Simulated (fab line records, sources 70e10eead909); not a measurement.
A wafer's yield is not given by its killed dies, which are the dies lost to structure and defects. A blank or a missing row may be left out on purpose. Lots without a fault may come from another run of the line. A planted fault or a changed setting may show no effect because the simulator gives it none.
Which of the tools did it? / flow nandHarc / 24 lots with 72 wafers sampled at 6 steps, on a route of 1302 steps

== WHAT EACH GAUGE READ, for each wafer ==
NHARC_A_ONON_D1_THK_MEAS_11: measures by ellipsometry.
lot=L075; measured=day 8 10:41; on=filmMetro-02; thkNm (nm)=994 994 994
lot=L074; measured=day 8 10:41; on=filmMetro-01; thkNm (nm)=1005 1002 1003
lot=L076; measured=day 8 17:20; on=filmMetro-01; thkNm (nm)=996 996 996
lot=L077; measured=day 8 22:27; on=filmMetro-01; thkNm (nm)=997 996 996
lot=L078; measured=day 9 18:04; on=filmMetro-02; thkNm (nm)=998 1001 999
lot=L079; measured=day 10 01:16; on=filmMetro-02; thkNm (nm)=1004 1004 1004
lot=L080; measured=day 10 10:21; on=filmMetro-02; thkNm (nm)=1010 1012 1008
lot=L081; measured=day 10 23:32; on=filmMetro-02; thkNm (nm)=1008 1008 1008
lot=L083; measured=day 11 11:40; on=filmMetro-02; thkNm (nm)=1001 1000 1003
lot=L082; measured=day 11 11:41; on=filmMetro-01; thkNm (nm)=1007 1006 1007
lot=L084; measured=day 12 05:20; on=filmMetro-02; thkNm (nm)=998 996 999
lot=L085; measured=day 12 13:26; on=filmMetro-02; thkNm (nm)=1003 1004 1004
lot=L086; measured=day 12 17:27; on=filmMetro-01; thkNm (nm)=1001 999 998
lot=L087; measured=day 13 04:10; on=filmMetro-01; thkNm (nm)=978 979 979
lot=L089; measured=day 14 03:18; on=filmMetro-02; thkNm (nm)=991 990 992
lot=L088; measured=day 14 03:19; on=filmMetro-02; thkNm (nm)=1004 1002 1001
lot=L090; measured=day 14 20:25; on=filmMetro-01; thkNm (nm)=1000 1000 998
lot=L091; measured=day 14 20:26; on=filmMetro-02; thkNm (nm)=993 993 992
lot=L092; measured=day 15 15:37; on=filmMetro-02; thkNm (nm)=1001 1001 1002
lot=L093; measured=day 15 19:13; on=filmMetro-02; thkNm (nm)=1011 1013 1011
lot=L095; measured=day 16 09:17; on=filmMetro-02; thkNm (nm)=1012 1013 1014
lot=L094; measured=day 16 09:38; on=filmMetro-02; thkNm (nm)=1016 1017 1016
lot=L096; measured=day 16 22:47; on=filmMetro-01; thkNm (nm)=1013 1011 1015
lot=L097; measured=day 17 08:29; on=filmMetro-02; thkNm (nm)=996 996 996

NHARC_A_CHANNEL_FILL_D1_INSPECT_13.
lot=L075; measured=day 11 13:06; on=defectInspect-01; rawDefectCount=457 380 358
lot=L074; measured=day 11 13:05; on=defectInspect-02; rawDefectCount=760 513 440
lot=L076; measured=day 11 20:56; on=defectInspect-01; rawDefectCount=285 262 301
lot=L077; measured=day 12 04:00; on=defectInspect-02; rawDefectCount=143 187 186
lot=L078; measured=day 12 17:18; on=defectInspect-01; rawDefectCount=410 269 467
lot=L079; measured=day 13 03:54; on=defectInspect-01; rawDefectCount=201 318 282
lot=L080; measured=day 13 13:54; on=defectInspect-02; rawDefectCount=373 424 413
lot=L081; measured=day 14 00:58; on=defectInspect-02; rawDefectCount=356 200 337
lot=L083; measured=day 14 11:49; on=defectInspect-02; rawDefectCount=604 340 356
lot=L082; measured=day 14 11:49; on=defectInspect-01; rawDefectCount=349 393 537
lot=L084; measured=day 15 04:11; on=defectInspect-01; rawDefectCount=143 172 256
lot=L085; measured=day 15 10:43; on=defectInspect-02; rawDefectCount=478 329 328
lot=L086; measured=day 15 21:29; on=defectInspect-02; rawDefectCount=434 291 432
lot=L087; measured=day 16 03:53; on=defectInspect-01; rawDefectCount=298 394 382
lot=L089; measured=day 17 00:00; on=defectInspect-02; rawDefectCount=701 350 505
lot=L088; measured=day 16 23:58; on=defectInspect-02; rawDefectCount=275 201 277
lot=L090; measured=day 18 00:10; on=defectInspect-01; rawDefectCount=330 245 515
lot=L091; measured=day 18 00:11; on=defectInspect-02; rawDefectCount=315 222 311
lot=L092; measured=day 18 18:18; on=defectInspect-01; rawDefectCount=173 348 202
lot=L093; measured=day 18 14:18; on=defectInspect-01; rawDefectCount=295 203 195
lot=L095; measured=day 19 11:05; on=defectInspect-02; rawDefectCount=308 336 320
lot=L094; measured=day 19 15:56; on=defectInspect-02; rawDefectCount=341 152 339
lot=L096; measured=day 19 21:40; on=defectInspect-01; rawDefectCount=220 95 165
lot=L097; measured=day 20 09:08; on=defectInspect-02; rawDefectCount=437 325 225

== EACH LOT AND THE TOOL THAT RAN IT (in order: tool; ch and the chambers of the sampled wafers; start) ==
lot=L075; NHARC_A_CHANNEL_HOLE_D1_STRIP_27=rieDiel-03 ch 0,1, day 9 23:16 or earlier; NHARC_A_CHANNEL_FILL_D1_ALD_14=aldHk-04 ch 0,2,3, day 9 23:16; NHARC_A_CHANNEL_FILL_D1_ALD_16=aldHk-01 ch 1,2,3, day 10 04:27; NHARC_A_CHANNEL_FILL_D1_CMP_10=cmp-02 ch 0,1,2, day 11 12:43
lot=L074; NHARC_A_CHANNEL_HOLE_D1_STRIP_27=rieDiel-03 ch 0,1,3, day 9 19:05 or earlier; NHARC_A_CHANNEL_FILL_D1_ALD_14=aldHk-01 ch 0,2,3, day 9 19:05; NHARC_A_CHANNEL_FILL_D1_ALD_16=aldHk-03 ch 0,2,3, day 10 00:16; NHARC_A_CHANNEL_FILL_D1_CMP_10=cmp-04 ch 0,1,3, day 11 12:41
lot=L076; NHARC_A_CHANNEL_HOLE_D1_STRIP_27=rieDiel-09 ch 1,2,3, day 10 04:04 or earlier; NHARC_A_CHANNEL_FILL_D1_ALD_14=aldHk-01 ch 1,2,3, day 10 04:04; NHARC_A_CHANNEL_FILL_D1_ALD_16=aldHk-01 ch 1,2,3, day 10 09:12; NHARC_A_CHANNEL_FILL_D1_CMP_10=cmp-01 ch 0,2,3, day 11 20:32
lot=L077; NHARC_A_CHANNEL_HOLE_D1_STRIP_27=rieDiel-03 ch 0,3, day 10 08:56 or earlier; NHARC_A_CHANNEL_FILL_D1_ALD_14=aldHk-01 ch 2,3, day 10 08:56; NHARC_A_CHANNEL_FILL_D1_ALD_16=aldHk-03 ch 0,1, day 10 14:08; NHARC_A_CHANNEL_FILL_D1_CMP_10=cmp-01 ch 0,3, day 12 03:37
lot=L078; NHARC_A_CHANNEL_HOLE_D1_STRIP_27=rieDiel-03 ch 1,2,3, day 10 22:03 or earlier; NHARC_A_CHANNEL_FILL_D1_ALD_14=aldHk-03 ch 0,2,3, day 10 22:03; NHARC_A_CHANNEL_FILL_D1_ALD_16=aldHk-04 ch 1,2,3, day 11 03:16; NHARC_A_CHANNEL_FILL_D1_CMP_10=cmp-04 ch 0,1,2, day 12 16:53
lot=L079; NHARC_A_CHANNEL_HOLE_D1_STRIP_27=rieDiel-01 ch 0,1,3, day 11 11:14 or earlier; NHARC_A_CHANNEL_FILL_D1_ALD_14=aldHk-01 ch 1,2,3, day 11 11:14; NHARC_A_CHANNEL_FILL_D1_ALD_16=aldHk-01 ch 0,2,3, day 11 16:25; NHARC_A_CHANNEL_FILL_D1_CMP_10=cmp-04 ch 1,2,3, day 13 03:29
lot=L080; NHARC_A_CHANNEL_HOLE_D1_STRIP_27=rieDiel-01 ch 0,2, day 11 17:54 or earlier; NHARC_A_CHANNEL_FILL_D1_ALD_14=aldHk-01 ch 2,3, day 11 17:54; NHARC_A_CHANNEL_FILL_D1_ALD_16=aldHk-03 ch 0,1,2, day 11 23:03; NHARC_A_CHANNEL_FILL_D1_CMP_10=cmp-01 ch 2,3, day 13 13:31
lot=L081; NHARC_A_CHANNEL_HOLE_D1_STRIP_27=rieDiel-03 ch 0,1,2, day 12 07:28 or earlier; NHARC_A_CHANNEL_FILL_D1_ALD_14=aldHk-03 ch 1,2,3, day 12 07:28; NHARC_A_CHANNEL_FILL_D1_ALD_16=aldHk-01 ch 2,3, day 12 12:38; NHARC_A_CHANNEL_FILL_D1_CMP_10=cmp-04 ch 0,1, day 14 00:32
lot=L083; NHARC_A_CHANNEL_HOLE_D1_STRIP_27=rieDiel-01 ch 1,3, day 12 19:01 or earlier; NHARC_A_CHANNEL_FILL_D1_ALD_14=aldHk-01 ch 1,2,3, day 12 19:01; NHARC_A_CHANNEL_FILL_D1_ALD_16=aldHk-03 ch 0,2, day 13 00:12; NHARC_A_CHANNEL_FILL_D1_CMP_10=cmp-04 ch 0,3, day 14 11:25
lot=L082; NHARC_A_CHANNEL_HOLE_D1_STRIP_27=rieDiel-01 ch 0,1,2, day 12 19:01 or earlier; NHARC_A_CHANNEL_FILL_D1_ALD_14=aldHk-04 ch 0,1,3, day 12 19:01; NHARC_A_CHANNEL_FILL_D1_ALD_16=aldHk-04 ch 1,2,3, day 13 00:12; NHARC_A_CHANNEL_FILL_D1_CMP_10=cmp-01 ch 0,2,3, day 14 11:24
lot=L084; NHARC_A_CHANNEL_HOLE_D1_STRIP_27=rieDiel-09 ch 2,3, day 13 11:14 or earlier; NHARC_A_CHANNEL_FILL_D1_ALD_14=aldHk-03 ch 1,3, day 13 11:14; NHARC_A_CHANNEL_FILL_D1_ALD_16=aldHk-04 ch 0,1, day 13 16:22; NHARC_A_CHANNEL_FILL_D1_CMP_10=cmp-01 ch 0,1,3, day 15 03:48
lot=L085; NHARC_A_CHANNEL_HOLE_D1_STRIP_27=rieDiel-01 ch 0,1, day 13 17:49 or earlier; NHARC_A_CHANNEL_FILL_D1_ALD_14=aldHk-04 ch 1,2,3, day 13 17:49; NHARC_A_CHANNEL_FILL_D1_ALD_16=aldHk-01 ch 2,3, day 13 23:03; NHARC_A_CHANNEL_FILL_D1_CMP_10=cmp-04 ch 0,2,3, day 15 10:21
lot=L086; NHARC_A_CHANNEL_HOLE_D1_STRIP_27=rieDiel-03 ch 0,3, day 14 04:40 or earlier; NHARC_A_CHANNEL_FILL_D1_ALD_14=aldHk-04 ch 1,2,3, day 14 04:40; NHARC_A_CHANNEL_FILL_D1_ALD_16=aldHk-01 ch 0,3, day 14 09:50; NHARC_A_CHANNEL_FILL_D1_CMP_10=cmp-02 ch 0,2,3, day 15 21:03
lot=L087; NHARC_A_CHANNEL_HOLE_D1_STRIP_27=rieDiel-09 ch 0,2,3, day 14 11:13 or earlier; NHARC_A_CHANNEL_FILL_D1_ALD_14=aldHk-01 ch 0,1,3, day 14 11:13; NHARC_A_CHANNEL_FILL_D1_ALD_16=aldHk-04 ch 0,1,2, day 14 16:23; NHARC_A_CHANNEL_FILL_D1_CMP_10=cmp-01 ch 0,1,3, day 16 03:28
lot=L089; NHARC_A_CHANNEL_HOLE_D1_STRIP_27=rieDiel-03 ch 0,3, day 15 07:19 or earlier; NHARC_A_CHANNEL_FILL_D1_ALD_14=aldHk-03 ch 0,2, day 15 07:19; NHARC_A_CHANNEL_FILL_D1_ALD_16=aldHk-03 ch 0,1,2, day 15 12:29; NHARC_A_CHANNEL_FILL_D1_CMP_10=cmp-04 ch 0,1,3, day 16 23:38
lot=L088; NHARC_A_CHANNEL_HOLE_D1_STRIP_27=rieDiel-01 ch 1,2,3, day 15 07:19 or earlier; NHARC_A_CHANNEL_FILL_D1_ALD_14=aldHk-04 ch 1,3, day 15 07:19; NHARC_A_CHANNEL_FILL_D1_ALD_16=aldHk-03 ch 1,2,3, day 15 12:41; NHARC_A_CHANNEL_FILL_D1_CMP_10=cmp-02 ch 2,3, day 16 23:35
lot=L090; NHARC_A_CHANNEL_HOLE_D1_STRIP_27=rieDiel-01 ch 0,1, day 16 04:32 or earlier; NHARC_A_CHANNEL_FILL_D1_ALD_14=aldHk-03 ch 0,2,3, day 16 04:32; NHARC_A_CHANNEL_FILL_D1_ALD_16=aldHk-03 ch 1,2,3, day 16 09:45; NHARC_A_CHANNEL_FILL_D1_CMP_10=cmp-01 ch 1,2,3, day 17 23:46
lot=L091; NHARC_A_CHANNEL_HOLE_D1_STRIP_27=rieDiel-09 ch 1,2,3, day 16 04:31 or earlier; NHARC_A_CHANNEL_FILL_D1_ALD_14=aldHk-01 ch 1,2,3, day 16 04:31; NHARC_A_CHANNEL_FILL_D1_ALD_16=aldHk-01 ch 0,1,3, day 16 09:42; NHARC_A_CHANNEL_FILL_D1_CMP_10=cmp-02 ch 0,1,2, day 17 23:46
lot=L092; NHARC_A_CHANNEL_HOLE_D1_STRIP_27=rieDiel-03 ch 1,2,3, day 16 20:38 or earlier; NHARC_A_CHANNEL_FILL_D1_ALD_14=aldHk-03 ch 1,2,3, day 16 20:38; NHARC_A_CHANNEL_FILL_D1_ALD_16=aldHk-04 ch 1,2,3, day 17 01:50; NHARC_A_CHANNEL_FILL_D1_CMP_10=cmp-04 ch 1,2,3, day 18 17:53
lot=L093; NHARC_A_CHANNEL_HOLE_D1_STRIP_27=rieDiel-03 ch 0,2,3, day 16 20:53 or earlier; NHARC_A_CHANNEL_FILL_D1_ALD_14=aldHk-03 ch 0,1,3, day 16 20:53; NHARC_A_CHANNEL_FILL_D1_ALD_16=aldHk-04 ch 1,2,3, day 17 01:59; NHARC_A_CHANNEL_FILL_D1_CMP_10=cmp-04 ch 0,1,2, day 18 13:53
lot=L095; NHARC_A_CHANNEL_HOLE_D1_STRIP_27=rieDiel-03 ch 2,3, day 17 18:16 or earlier; NHARC_A_CHANNEL_FILL_D1_ALD_14=aldHk-04 ch 1,2,3, day 17 18:16; NHARC_A_CHANNEL_FILL_D1_ALD_16=aldHk-01 ch 2,3, day 17 23:22; NHARC_A_CHANNEL_FILL_D1_CMP_10=cmp-04 ch 0,3, day 19 10:40
lot=L094; NHARC_A_CHANNEL_HOLE_D1_STRIP_27=rieDiel-03 ch 0,1,2, day 17 23:10 or earlier; NHARC_A_CHANNEL_FILL_D1_ALD_14=aldHk-01 ch 1,2,3, day 17 23:10; NHARC_A_CHANNEL_FILL_D1_ALD_16=aldHk-03 ch 0,2,3, day 18 04:16; NHARC_A_CHANNEL_FILL_D1_CMP_10=cmp-04 ch 0,1,2, day 19 15:31
lot=L096; NHARC_A_CHANNEL_HOLE_D1_STRIP_27=rieDiel-03 ch 0,2,3, day 18 04:53 or earlier; NHARC_A_CHANNEL_FILL_D1_ALD_14=aldHk-03 ch 1,2, day 18 04:53; NHARC_A_CHANNEL_FILL_D1_ALD_16=aldHk-01 ch 1,2, day 18 10:06; NHARC_A_CHANNEL_FILL_D1_CMP_10=cmp-02 ch 1,2,3, day 19 21:17
lot=L097; NHARC_A_CHANNEL_HOLE_D1_STRIP_27=rieDiel-03 ch 0,2,3, day 18 13:56 or earlier; NHARC_A_CHANNEL_FILL_D1_ALD_14=aldHk-04 ch 0,1,2, day 18 13:56; NHARC_A_CHANNEL_FILL_D1_ALD_16=aldHk-04 ch 0,1,3, day 18 19:12; NHARC_A_CHANNEL_FILL_D1_CMP_10=cmp-02 ch 0,2,3, day 20 08:44
- NHARC_A_CHANNEL_HOLE_D1_STRIP_27: strips in O2.
- NHARC_A_CHANNEL_FILL_D1_ALD_14: deposits SiO2, target thk 2.5 nm, pulse time 10 s, ald cycles 25.
- NHARC_A_CHANNEL_FILL_D1_ALD_16: deposits SiO2, target thk 1.5 nm, pulse time 10 s, ald cycles 15.
- NHARC_A_CHANNEL_FILL_D1_CMP_10: polishes, target thk 150 nm.

== AS READ BY THE TOOLS THEMSELVES (means over the sampled wafers that have a number; for cases with no such wafer, the mark the record gives instead) ==
NHARC_A_CHANNEL_HOLE_D1_STRIP_27.
lot=L075; tool=rieDiel-03; drypumpMotorCurrentA (A)=5.8; oesProductAu (a.u.)=0.994; rfVppV (V)=58.2; showerheadPlenumPTorr (Torr)=3.64; throttleValvePct (%)=17.036
lot=L074; tool=rieDiel-03; drypumpMotorCurrentA (A)=5.5; oesProductAu (a.u.)=0.997; rfVppV (V)=58.0; showerheadPlenumPTorr (Torr)=3.53; throttleValvePct (%)=17.029
lot=L076; tool=rieDiel-09; drypumpMotorCurrentA (A)=5.8; oesProductAu (a.u.)=1.000; rfVppV (V)=57.0; showerheadPlenumPTorr (Torr)=3.44; throttleValvePct (%)=17.039
lot=L077; tool=rieDiel-03; drypumpMotorCurrentA (A)=5.1; oesProductAu (a.u.)=0.991; rfVppV (V)=57.8; showerheadPlenumPTorr (Torr)=3.51; throttleValvePct (%)=17.032
lot=L078; tool=rieDiel-03; drypumpMotorCurrentA (A)=5.6; oesProductAu (a.u.)=0.993; rfVppV (V)=58.0; showerheadPlenumPTorr (Torr)=3.48; throttleValvePct (%)=17.035
lot=L079; tool=rieDiel-01; drypumpMotorCurrentA (A)=6.0; oesProductAu (a.u.)=0.988; rfVppV (V)=57.5; showerheadPlenumPTorr (Torr)=3.39; throttleValvePct (%)=17.040
lot=L080; tool=rieDiel-01; drypumpMotorCurrentA (A)=5.7; oesProductAu (a.u.)=0.997; rfVppV (V)=57.9; showerheadPlenumPTorr (Torr)=3.58; throttleValvePct (%)=17.031
lot=L081; tool=rieDiel-03; drypumpMotorCurrentA (A)=5.9; oesProductAu (a.u.)=0.985; rfVppV (V)=57.4; showerheadPlenumPTorr (Torr)=3.59; throttleValvePct (%)=17.044
lot=L083; tool=rieDiel-01; drypumpMotorCurrentA (A)=6.5; oesProductAu (a.u.)=0.997; rfVppV (V)=57.3; showerheadPlenumPTorr (Torr)=3.33; throttleValvePct (%)=17.032
lot=L082; tool=rieDiel-01; drypumpMotorCurrentA (A)=5.7; oesProductAu (a.u.)=1.004; rfVppV (V)=57.4; showerheadPlenumPTorr (Torr)=3.50; throttleValvePct (%)=17.041
lot=L084; tool=rieDiel-09; drypumpMotorCurrentA (A)=5.7; oesProductAu (a.u.)=1.001; rfVppV (V)=57.0; showerheadPlenumPTorr (Torr)=3.29; throttleValvePct (%)=17.032
lot=L085; tool=rieDiel-01; drypumpMotorCurrentA (A)=5.5; oesProductAu (a.u.)=0.983; rfVppV (V)=57.1; showerheadPlenumPTorr (Torr)=3.43; throttleValvePct (%)=17.033
lot=L086; tool=rieDiel-03; drypumpMotorCurrentA (A)=5.4; oesProductAu (a.u.)=0.993; rfVppV (V)=58.0; showerheadPlenumPTorr (Torr)=3.62; throttleValvePct (%)=17.029
lot=L087; tool=rieDiel-09; drypumpMotorCurrentA (A)=5.8; oesProductAu (a.u.)=1.003; rfVppV (V)=57.1; showerheadPlenumPTorr (Torr)=3.30; throttleValvePct (%)=17.028
lot=L089; tool=rieDiel-03; drypumpMotorCurrentA (A)=5.4; oesProductAu (a.u.)=1.000; rfVppV (V)=58.2; showerheadPlenumPTorr (Torr)=3.62; throttleValvePct (%)=17.037
lot=L088; tool=rieDiel-01; drypumpMotorCurrentA (A)=6.2; oesProductAu (a.u.)=1.010; rfVppV (V)=58.1; showerheadPlenumPTorr (Torr)=3.44; throttleValvePct (%)=17.031
lot=L090; tool=rieDiel-01; drypumpMotorCurrentA (A)=5.5; oesProductAu (a.u.)=0.996; rfVppV (V)=56.8; showerheadPlenumPTorr (Torr)=3.42; throttleValvePct (%)=17.045
lot=L091; tool=rieDiel-09; drypumpMotorCurrentA (A)=5.8; oesProductAu (a.u.)=0.995; rfVppV (V)=57.3; showerheadPlenumPTorr (Torr)=3.60; throttleValvePct (%)=17.048
lot=L092; tool=rieDiel-03; drypumpMotorCurrentA (A)=5.6; oesProductAu (a.u.)=0.991; rfVppV (V)=57.6; showerheadPlenumPTorr (Torr)=3.47; throttleValvePct (%)=17.032
lot=L093; tool=rieDiel-03; drypumpMotorCurrentA (A)=5.5; oesProductAu (a.u.)=1.001; rfVppV (V)=57.7; showerheadPlenumPTorr (Torr)=3.57; throttleValvePct (%)=17.035
lot=L095; tool=rieDiel-03; drypumpMotorCurrentA (A)=5.2; oesProductAu (a.u.)=1.005; rfVppV (V)=58.0; showerheadPlenumPTorr (Torr)=3.46; throttleValvePct (%)=17.036
lot=L094; tool=rieDiel-03; drypumpMotorCurrentA (A)=5.9; oesProductAu (a.u.)=0.993; rfVppV (V)=57.4; showerheadPlenumPTorr (Torr)=3.58; throttleValvePct (%)=17.032
lot=L096; tool=rieDiel-03; drypumpMotorCurrentA (A)=5.5; oesProductAu (a.u.)=0.999; rfVppV (V)=58.2; showerheadPlenumPTorr (Torr)=3.57; throttleValvePct (%)=17.034
lot=L097; tool=rieDiel-03; drypumpMotorCurrentA (A)=5.5; oesProductAu (a.u.)=1.003; rfVppV (V)=58.6; showerheadPlenumPTorr (Torr)=3.57; throttleValvePct (%)=17.037

NHARC_A_CHANNEL_FILL_D1_ALD_14.
lot=L075; tool=aldHk-04; heaterPowerW (W)=509; precursorPulseHeightRel=0.997
lot=L074; tool=aldHk-01; heaterPowerW (W)=456; precursorPulseHeightRel=0.991
lot=L076; tool=aldHk-01; heaterPowerW (W)=498; precursorPulseHeightRel=1.001
lot=L077; tool=aldHk-01; heaterPowerW (W)=474; precursorPulseHeightRel=0.987
lot=L078; tool=aldHk-03; heaterPowerW (W)=457; precursorPulseHeightRel=1.015
lot=L079; tool=aldHk-01; heaterPowerW (W)=504; precursorPulseHeightRel=0.996
lot=L080; tool=aldHk-01; heaterPowerW (W)=463; precursorPulseHeightRel=1.003
lot=L081; tool=aldHk-03; heaterPowerW (W)=447; precursorPulseHeightRel=0.989
lot=L083; tool=aldHk-01; heaterPowerW (W)=507; precursorPulseHeightRel=1.007
lot=L082; tool=aldHk-04; heaterPowerW (W)=464; precursorPulseHeightRel=0.993
lot=L084; tool=aldHk-03; heaterPowerW (W)=449; precursorPulseHeightRel=1.010
lot=L085; tool=aldHk-04; heaterPowerW (W)=485; precursorPulseHeightRel=0.994
lot=L086; tool=aldHk-04; heaterPowerW (W)=490; precursorPulseHeightRel=0.990
lot=L087; tool=aldHk-01; heaterPowerW (W)=498; precursorPulseHeightRel=0.984
lot=L089; tool=aldHk-03; heaterPowerW (W)=471; precursorPulseHeightRel=0.999
lot=L088; tool=aldHk-04; heaterPowerW (W)=457; precursorPulseHeightRel=0.992
lot=L090; tool=aldHk-03; heaterPowerW (W)=454; precursorPulseHeightRel=0.998
lot=L091; tool=aldHk-01; heaterPowerW (W)=516; precursorPulseHeightRel=0.987
lot=L092; tool=aldHk-03; heaterPowerW (W)=453; precursorPulseHeightRel=0.997
lot=L093; tool=aldHk-03; heaterPowerW (W)=459; precursorPulseHeightRel=0.994
lot=L095; tool=aldHk-04; heaterPowerW (W)=491; precursorPulseHeightRel=1.001
lot=L094; tool=aldHk-01; heaterPowerW (W)=513; precursorPulseHeightRel=0.995
lot=L096; tool=aldHk-03; heaterPowerW (W)=490; precursorPulseHeightRel=0.996
lot=L097; tool=aldHk-04; heaterPowerW (W)=509; precursorPulseHeightRel=0.986

NHARC_A_CHANNEL_FILL_D1_ALD_16.
lot=L075; tool=aldHk-01; heaterPowerW (W)=505; precursorPulseHeightRel=1.013
lot=L074; tool=aldHk-03; heaterPowerW (W)=462; precursorPulseHeightRel=0.995
lot=L076; tool=aldHk-01; heaterPowerW (W)=505; precursorPulseHeightRel=1.003
lot=L077; tool=aldHk-03; heaterPowerW (W)=475; precursorPulseHeightRel=0.983
lot=L078; tool=aldHk-04; heaterPowerW (W)=496; precursorPulseHeightRel=1.001
lot=L079; tool=aldHk-01; heaterPowerW (W)=462; precursorPulseHeightRel=0.997
lot=L080; tool=aldHk-03; heaterPowerW (W)=474; precursorPulseHeightRel=1.008
lot=L081; tool=aldHk-01; heaterPowerW (W)=471; precursorPulseHeightRel=0.979
lot=L083; tool=aldHk-03; heaterPowerW (W)=477; precursorPulseHeightRel=0.993
lot=L082; tool=aldHk-04; heaterPowerW (W)=476; precursorPulseHeightRel=0.974
lot=L084; tool=aldHk-04; heaterPowerW (W)=469; precursorPulseHeightRel=1.006
lot=L085; tool=aldHk-01; heaterPowerW (W)=471; precursorPulseHeightRel=1.010
lot=L086; tool=aldHk-01; heaterPowerW (W)=433; precursorPulseHeightRel=0.996
lot=L087; tool=aldHk-04; heaterPowerW (W)=507; precursorPulseHeightRel=1.000
lot=L089; tool=aldHk-03; heaterPowerW (W)=480; precursorPulseHeightRel=1.001
lot=L088; tool=aldHk-03; heaterPowerW (W)=455; precursorPulseHeightRel=1.019
lot=L090; tool=aldHk-03; heaterPowerW (W)=455; precursorPulseHeightRel=0.993
lot=L091; tool=aldHk-01; heaterPowerW (W)=498; precursorPulseHeightRel=1.002
lot=L092; tool=aldHk-04; heaterPowerW (W)=495; precursorPulseHeightRel=0.990
lot=L093; tool=aldHk-04; heaterPowerW (W)=491; precursorPulseHeightRel=0.990
lot=L095; tool=aldHk-01; heaterPowerW (W)=469; precursorPulseHeightRel=1.021
lot=L094; tool=aldHk-03; heaterPowerW (W)=462; precursorPulseHeightRel=0.995
lot=L096; tool=aldHk-01; heaterPowerW (W)=560; precursorPulseHeightRel=1.021
lot=L097; tool=aldHk-04; heaterPowerW (W)=467; precursorPulseHeightRel=0.993

NHARC_A_CHANNEL_FILL_D1_CMP_10.
lot=L075; tool=cmp-02; motorCurrentA (A)=12.1; timeToEndpointS (s)=14.0
lot=L074; tool=cmp-04; motorCurrentA (A)=12.4; timeToEndpointS (s)=13.0
lot=L076; tool=cmp-01; motorCurrentA (A)=11.9; timeToEndpointS (s)=17.7
lot=L077; tool=cmp-01; motorCurrentA (A)=11.5; timeToEndpointS (s)=15.7
lot=L078; tool=cmp-04; motorCurrentA (A)=13.1; timeToEndpointS (s)=14.9
lot=L079; tool=cmp-04; motorCurrentA (A)=12.4; timeToEndpointS (s)=13.7
lot=L080; tool=cmp-01; motorCurrentA (A)=12.2; timeToEndpointS (s)=14.8
lot=L081; tool=cmp-04; motorCurrentA (A)=13.3; timeToEndpointS (s)=11.2
lot=L083; tool=cmp-04; motorCurrentA (A)=12.8; timeToEndpointS (s)=15.4
lot=L082; tool=cmp-01; motorCurrentA (A)=12.5; timeToEndpointS (s)=14.5
lot=L084; tool=cmp-01; motorCurrentA (A)=11.9; timeToEndpointS (s)=13.1
lot=L085; tool=cmp-04; motorCurrentA (A)=12.8; timeToEndpointS (s)=17.7
lot=L086; tool=cmp-02; motorCurrentA (A)=12.7; timeToEndpointS (s)=16.0
lot=L087; tool=cmp-01; motorCurrentA (A)=12.1; timeToEndpointS (s)=12.7
lot=L089; tool=cmp-04; motorCurrentA (A)=12.8; timeToEndpointS (s)=18.1
lot=L088; tool=cmp-02; motorCurrentA (A)=13.2; timeToEndpointS (s)=16.0
lot=L090; tool=cmp-01; motorCurrentA (A)=12.0; timeToEndpointS (s)=11.9
lot=L091; tool=cmp-02; motorCurrentA (A)=11.7; timeToEndpointS (s)=17.0
lot=L092; tool=cmp-04; motorCurrentA (A)=11.9; timeToEndpointS (s)=16.0
lot=L093; tool=cmp-04; motorCurrentA (A)=12.8; timeToEndpointS (s)=13.1
lot=L095; tool=cmp-04; motorCurrentA (A)=13.1; timeToEndpointS (s)=16.5
lot=L094; tool=cmp-04; motorCurrentA (A)=13.0; timeToEndpointS (s)=14.4
lot=L096; tool=cmp-02; motorCurrentA (A)=12.9; timeToEndpointS (s)=14.1
lot=L097; tool=cmp-02; motorCurrentA (A)=11.8; timeToEndpointS (s)=16.1

== THE ANSWER, worked out from the rows above alone ==
Rule: what is usual is taken from the lots themselves. Put in order of their means at a reading, lots are off if they are a third of the lots or fewer, leave a main group of 4 or more, and stand apart from it by a gap of 3 or more times the standard deviation of the main group's means; of several such gaps the widest counts. Not used: any main group whose means are identical at the precision the tables above print for the reading. Also off: a lot with no number at a reading for which 4 or more lots have one. All remaining lots with rows at the step are treated as sound. After the gauges, taken in route order, come the tools' own readings; for these a lot's mean is taken, as printed above. The first step at which some lot is off is used, and at that step the reading that is off furthest; a lot without a number counts as furthest.
Nothing can be told from this: no lot is off at any reading shown.

== WHAT WAS PUT IN BY THE SIMULATOR ==
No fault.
